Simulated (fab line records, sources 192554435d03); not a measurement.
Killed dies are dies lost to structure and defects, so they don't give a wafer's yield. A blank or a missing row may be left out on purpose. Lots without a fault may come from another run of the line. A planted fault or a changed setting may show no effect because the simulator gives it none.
Chamber matching | flow n5_finfet | N5_BEOL_M8_DESCUM_33 on rie_diel-04: 4 sister chambers
The step chemistry O2, time 7 s. 18 wafers are shown with their chamber, then 9 later ones without.

WAFERS WITH THEIR CHAMBER
wafer  | chamber | throttle_valve_pct (%) | showerhead_plenum_p_Torr (Torr) | oes_product_au (a.u.)
L075.1 | 2       | 20.57                  | 2.20                            | 0.81
L075.2 | 3       | 20.67                  | 2.06                            | 0.71
L075.4 | 0       | 20.37                  | 2.16                            | 0.96
L077.2 | 2       | 20.57                  | 2.20                            | 0.81
L077.5 | 3       | 20.68                  | 2.06                            | 0.72
L077.6 | 0       | 20.37                  | 2.16                            | 0.96
L081.2 | 2       | 20.57                  | 2.20                            | 0.79
L081.3 | 0       | 20.38                  | 2.15                            | 0.92
L081.5 | 2       | 20.57                  | 2.20                            | 0.80
L079.3 | 0       | 20.37                  | 2.15                            | 0.91
L079.4 | 0       | 20.39                  | 2.15                            | 0.90
L079.6 | 2       | 20.57                  | 2.20                            | 0.81
L082.3 | 2       | 20.61                  | 2.20                            | 0.79
L082.4 | 1       | 20.25                  | 2.15                            | 0.97
L082.6 | 2       | 20.61                  | 2.20                            | 0.79
L086.2 | 1       | 20.26                  | 2.14                            | 0.94
L086.5 | 1       | 20.26                  | 2.14                            | 0.94
L086.6 | 2       | 20.61                  | 2.19                            | 0.78

SIGNATURES (means of the wafers above)
reading                  | chamber 0 | chamber 1 | chamber 2 | chamber 3 | scatter within a chamber
throttle_valve_pct       | 20.3760   | 20.2567   | 20.5850   | 20.6750   | 0.0157
showerhead_plenum_p_Torr | 2.1540    | 2.1433    | 2.1987    | 2.0600    | 0.00443
oes_product_au           | 0.9300    | 0.9500    | 0.7975    | 0.7150    | 0.0185
Rule: a wafer's distance from a chamber is the root of the sum, over the readings, of the square of ((its reading less the chamber's mean) divided by the reading's scatter). The wafer belongs to the nearest chamber; if the next one is less than 2 further off, it can't be placed. The scatter: the root of (the sum of the squares of (reading less its chamber's mean) over the shown wafers, divided by (wafers less chambers)).

WAFERS WITHOUT THEIR CHAMBER
wafer  | throttle_valve_pct (%) | showerhead_plenum_p_Torr (Torr) | oes_product_au (a.u.)
L092.1 | 20.66                  | 2.19                            | 0.75
L092.3 | 20.44                  | 2.05                            | 0.91
L092.4 | 20.29                  | 2.14                            | 0.90
L094.2 | 20.30                  | 2.13                            | 0.90
L094.3 | 20.66                  | 2.18                            | 0.75
L094.5 | 20.44                  | 2.14                            | 0.84
L096.4 | 20.45                  | 2.14                            | 0.83
L096.5 | 20.30                  | 2.13                            | 0.90
L096.6 | 20.45                  | 2.14                            | 0.83

WHICH CHAMBER EACH WENT THROUGH
wafer  | from the rows above | in truth
L092.1 | 2                   | 2
L092.3 | 3                   | 3
L092.4 | 1                   | 1
L094.2 | 1                   | 1
L094.3 | 2                   | 2
L094.5 | 0                   | 0
L096.4 | 0                   | 0
L096.5 | 1                   | 1
L096.6 | 0                   | 0
Placed correctly: 9 of 9. Can't be placed from these rows: 0. Placed wrongly: 0.
